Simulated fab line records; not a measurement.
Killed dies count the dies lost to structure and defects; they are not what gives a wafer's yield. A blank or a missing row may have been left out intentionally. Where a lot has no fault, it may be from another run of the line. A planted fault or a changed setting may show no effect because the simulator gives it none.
fab line records	flow n5-finfet	part 2 of 2: steps 23 to 31 of 31
record lots=5	wafers=15	last-day=16
route steps=1938 shown BEOL_M1@798
lots that met no fault: from a run of the same line without faults
start-h: the number of hours between the record's first day and the start of the first shown wafer of the lot	wait-h: hours since the lot's step before	" repeats the value in the row above	L1.1+2: a single row standing in for several wafers	- no value, or no start given	* or withheld: withheld	< > ~ a bound
route shown NAME@n: a module of which the file shows steps, and the number in the route of the first	usual: mean/standard deviation taken from wafers without a fault	same: alike in all rows	chamber/n: place in a boat	sites: per-site readings	_std_site: their standard deviation	_edge_site: the outer-site mean with the inner-site mean subtracted	radius-mm: for every site, how far away it sits from the centre of the wafer	mask NAME#n: copy n	behind: tool/chamber where the wafer was last shaped	hold: reason for holding the lot/hours on hold/outcome of the hold	device: the n, p or np transistor that did not switch	end of line: the route-end tests of the same wafers	for a step that has no rows: nothing shown but its recipe	killed: not the wafer's yield, but the dies lost to structure and defects at the first sort	map: a wafer's dies, marking killed ones x, the rest . and places with no die _
set.NAME: the run value of the setting; set.NAME@STEP: its run value at that earlier step	model.NAME: the simulator's own value behind a step, which no gauge read
lots at selected steps of the route; one table per step, one row per wafer
services: a tool's chamber out of use, with start hour (start-h, from the record's first day; less than 0 if before it), hours out, and reason
## steps
# step N5_BEOL_M1_SPUTTER_86
# recipe material=Cu	target-thk-a=45	temp-c=-20	chamber-pressure-pa=0.07	power-w=withheld	time-s=8.29
# usual substrate-temp-c=-20.00/0.11	throttle-valve-pct=30.1/0.97
lot.wafer	tool	chamber	start-h	wait-h	substrate-temp-c	throttle-valve-pct
L077.3	pvd-sputter-01	-	141.99	0.1	-19.80	29.5
L077.4	"	-	"	"	-20.07	31.0
L077.6	"	-	"	"	-20.09	31.7
L076.1	pvd-sputter-02	-	142.08	0.1	-19.86	31.4
L076.3	"	-	"	"	-20.16	29.4
L076.4	"	-	"	"	-19.96	30.5
L081.1	pvd-sputter-03	-	172.38	0.1	-20.02	29.8
L081.3	"	-	"	"	-19.88	28.2
L081.5	"	-	"	"	-19.97	29.8
L082.3	pvd-sputter-02	-	181.79	0.1	-19.99	30.6
L082.4	"	-	"	"	-20.00	31.4
L082.5	"	-	"	"	-19.90	30.4
L094.2	pvd-sputter-03	-	247.49	0.1	-20.05	28.5
L094.4	"	-	"	"	-19.87	30.1
L094.6	"	-	"	"	-19.95	30.2
# step N5_BEOL_M1_ANNEAL_87
# recipe temp-c=400	time-s=240	ambient=vacuum
# usual heater-power-w=811/69
lot.wafer	tool	chamber	start-h	wait-h	heater-power-w
L077.3	pvd-sputter-01	-	142.07	0.0	797
L077.4	"	-	"	"	769
L077.6	"	-	"	"	981
L076.1	pvd-sputter-02	-	142.16	0.0	834
L076.3	"	-	"	"	872
L076.4	"	-	"	"	687
L081.1	pvd-sputter-03	-	172.46	0.0	828
L081.3	"	-	"	"	817
L081.5	"	-	"	"	742
L082.3	pvd-sputter-02	-	181.87	0.0	722
L082.4	"	-	"	"	820
L082.5	"	-	"	"	703
L094.2	pvd-sputter-03	-	247.57	0.0	807
L094.4	"	-	"	"	717
L094.6	"	-	"	"	726
# step N5_BEOL_M1_SPUTTER_88
# recipe material=Cu	target-thk-a=45	temp-c=-20	chamber-pressure-pa=0.07	power-w=withheld	time-s=8.29
# usual substrate-temp-c=-19.98/0.11	throttle-valve-pct=30.1/0.96
lot.wafer	tool	chamber	start-h	wait-h	substrate-temp-c	throttle-valve-pct
L077.3	pvd-sputter-01	-	142.21	0.1	-19.98	29.1
L077.4	"	-	"	"	-19.70	31.0
L077.6	"	-	"	"	-20.03	31.6
L076.1	pvd-sputter-02	-	142.30	0.1	-19.83	31.5
L076.3	"	-	"	"	-20.00	29.7
L076.4	"	-	"	"	-20.01	30.6
L081.1	pvd-sputter-03	-	172.60	0.1	-20.02	29.5
L081.3	"	-	"	"	-19.97	28.4
L081.5	"	-	"	"	-19.93	30.0
L082.3	pvd-sputter-02	-	182.01	0.1	-19.78	30.5
L082.4	"	-	"	"	-19.83	31.3
L082.5	"	-	"	"	-19.76	30.4
L094.2	pvd-sputter-03	-	247.71	0.1	-20.15	28.4
L094.4	"	-	"	"	-20.01	30.1
L094.6	"	-	"	"	-20.07	30.0
# step N5_BEOL_M1_ANNEAL_89
# recipe temp-c=400	time-s=240	ambient=vacuum
# usual heater-power-w=812/69
lot.wafer	tool	chamber	start-h	wait-h	heater-power-w
L077.3	pvd-sputter-01	-	142.29	0.0	805
L077.4	"	-	"	"	766
L077.6	"	-	"	"	935
L076.1	pvd-sputter-02	-	142.38	0.0	842
L076.3	"	-	"	"	867
L076.4	"	-	"	"	711
L081.1	pvd-sputter-03	-	172.68	0.0	817
L081.3	"	-	"	"	803
L081.5	"	-	"	"	760
L082.3	pvd-sputter-02	-	182.09	0.0	724
L082.4	"	-	"	"	840
L082.5	"	-	"	"	721
L094.2	pvd-sputter-03	-	247.79	0.0	814
L094.4	"	-	"	"	697
L094.6	"	-	"	"	718
# step N5_BEOL_M1_SPUTTER_90
# recipe material=Cu	target-thk-a=45	temp-c=-20	chamber-pressure-pa=0.07	power-w=withheld	time-s=8.29
# usual substrate-temp-c=-19.99/0.11	throttle-valve-pct=30.1/0.97
lot.wafer	tool	chamber	start-h	wait-h	substrate-temp-c	throttle-valve-pct
L077.3	pvd-sputter-01	-	142.43	0.1	-20.01	29.1
L077.4	"	-	"	"	-19.97	31.1
L077.6	"	-	"	"	-20.22	31.3
L076.1	pvd-sputter-02	-	142.52	0.1	-20.00	31.4
L076.3	"	-	"	"	-19.88	29.3
L076.4	"	-	"	"	-19.93	30.4
L081.1	pvd-sputter-03	-	172.82	0.1	-20.05	29.7
L081.3	"	-	"	"	-20.07	28.5
L081.5	"	-	"	"	-19.96	30.1
L082.3	pvd-sputter-02	-	182.23	0.1	-20.00	30.3
L082.4	"	-	"	"	-19.85	31.4
L082.5	"	-	"	"	-20.12	30.7
L094.2	pvd-sputter-03	-	247.93	0.1	-20.08	28.3
L094.4	"	-	"	"	-19.78	30.1
L094.6	"	-	"	"	-19.90	30.0
# step N5_BEOL_M1_ANNEAL_91
# recipe temp-c=400	time-s=240	ambient=vacuum
# usual heater-power-w=811/69
lot.wafer	tool	chamber	start-h	wait-h	heater-power-w
L077.3	pvd-sputter-01	-	142.51	0.0	782
L077.4	"	-	"	"	757
L077.6	"	-	"	"	963
L076.1	pvd-sputter-02	-	142.60	0.0	834
L076.3	"	-	"	"	839
L076.4	"	-	"	"	703
L081.1	pvd-sputter-03	-	172.90	0.0	829
L081.3	"	-	"	"	812
L081.5	"	-	"	"	786
L082.3	pvd-sputter-02	-	182.31	0.0	702
L082.4	"	-	"	"	836
L082.5	"	-	"	"	720
L094.2	pvd-sputter-03	-	248.01	0.0	817
L094.4	"	-	"	"	725
L094.6	"	-	"	"	706
# step N5_BEOL_M1_SPUTTER_92
# recipe material=Cu	target-thk-a=45	temp-c=-20	chamber-pressure-pa=0.07	power-w=withheld	time-s=8.29
# usual substrate-temp-c=-20.00/0.1	throttle-valve-pct=30.1/0.98
lot.wafer	tool	chamber	start-h	wait-h	substrate-temp-c	throttle-valve-pct
L077.3	pvd-sputter-01	-	142.65	0.1	-19.92	29.5
L077.4	"	-	"	"	-19.95	31.3
L077.6	"	-	"	"	-20.09	31.6
L076.1	pvd-sputter-02	-	142.74	0.1	-20.12	31.3
L076.3	"	-	"	"	-20.19	29.3
L076.4	"	-	"	"	-20.01	30.4
L081.1	pvd-sputter-03	-	173.04	0.1	-20.11	29.5
L081.3	"	-	"	"	-19.99	28.3
L081.5	"	-	"	"	-20.02	30.5
L082.3	pvd-sputter-02	-	182.45	0.1	-19.84	30.5
L082.4	"	-	"	"	-19.86	31.4
L082.5	"	-	"	"	-19.79	30.3
L094.2	pvd-sputter-03	-	248.15	0.1	-20.10	28.4
L094.4	"	-	"	"	-20.04	30.0
L094.6	"	-	"	"	-20.14	30.4
# step N5_BEOL_M1_ANNEAL_93
# recipe temp-c=400	time-s=240	ambient=vacuum
# usual heater-power-w=812/67
lot.wafer	tool	chamber	start-h	wait-h	heater-power-w
L077.3	pvd-sputter-01	-	142.73	0.0	813
L077.4	"	-	"	"	766
L077.6	"	-	"	"	947
L076.1	pvd-sputter-02	-	142.82	0.0	831
L076.3	"	-	"	"	875
L076.4	"	-	"	"	708
L081.1	pvd-sputter-03	-	173.12	0.0	822
L081.3	"	-	"	"	827
L081.5	"	-	"	"	783
L082.3	pvd-sputter-02	-	182.53	0.0	692
L082.4	"	-	"	"	834
L082.5	"	-	"	"	738
L094.2	pvd-sputter-03	-	248.23	0.0	797
L094.4	"	-	"	"	723
L094.6	"	-	"	"	719
# step N5_BEOL_M1_SPUTTER_94
# recipe material=Cu	target-thk-a=45	temp-c=-20	chamber-pressure-pa=0.07	power-w=withheld	time-s=8.29
# usual substrate-temp-c=-20.00/0.11	throttle-valve-pct=30.1/0.98
lot.wafer	tool	chamber	start-h	wait-h	substrate-temp-c	throttle-valve-pct
L077.3	pvd-sputter-01	-	142.87	0.1	-20.13	29.1
L077.4	"	-	"	"	-19.90	31.1
L077.6	"	-	"	"	-20.11	31.4
L076.1	pvd-sputter-02	-	142.96	0.1	-19.97	31.2
L076.3	"	-	"	"	-19.83	29.4
L076.4	"	-	"	"	-20.05	30.4
L081.1	pvd-sputter-03	-	173.26	0.1	-19.99	29.5
L081.3	"	-	"	"	-19.95	28.4
L081.5	"	-	"	"	-19.90	30.1
L082.3	pvd-sputter-02	-	182.67	0.1	-20.04	30.2
L082.4	"	-	"	"	-20.14	31.5
L082.5	"	-	"	"	-20.23	30.6
L094.2	pvd-sputter-03	-	248.37	0.1	-20.01	28.4
L094.4	"	-	"	"	-20.07	30.3
L094.6	"	-	"	"	-20.26	30.1
## services
tool	chamber	start-h	hours	kind
rie-diel-02	0	119.54	-	clean
rie-diel-02	0	119.54	-	consumable-replace:focus-ring
rie-diel-02	0	119.54	13.2	scheduled-down
rie-diel-02	0	119.54	13.2	vent-cycle
ald-metal-02	2	126.78	24.6	repair
rie-diel-02	3	133.06	-	clean
rie-diel-02	3	133.06	-	consumable-replace:focus-ring
rie-diel-02	3	133.06	21.0	scheduled-down
rie-diel-02	3	133.06	21.0	vent-cycle
pvd-sputter-01	-	144.28	0.7	repair
pvd-sputter-02	-	177.09	4.0	repair
wet-bench-01	-	179.80	3.1	repair
ald-metal-04	-	181.96	0.7	repair
ald-metal-02	0	184.69	15.6	repair
rie-diel-03	-	220.73	0.9	repair
rie-diel-02	3	229.20	1.3	repair
rie-diel-03	0	237.94	16.9	repair
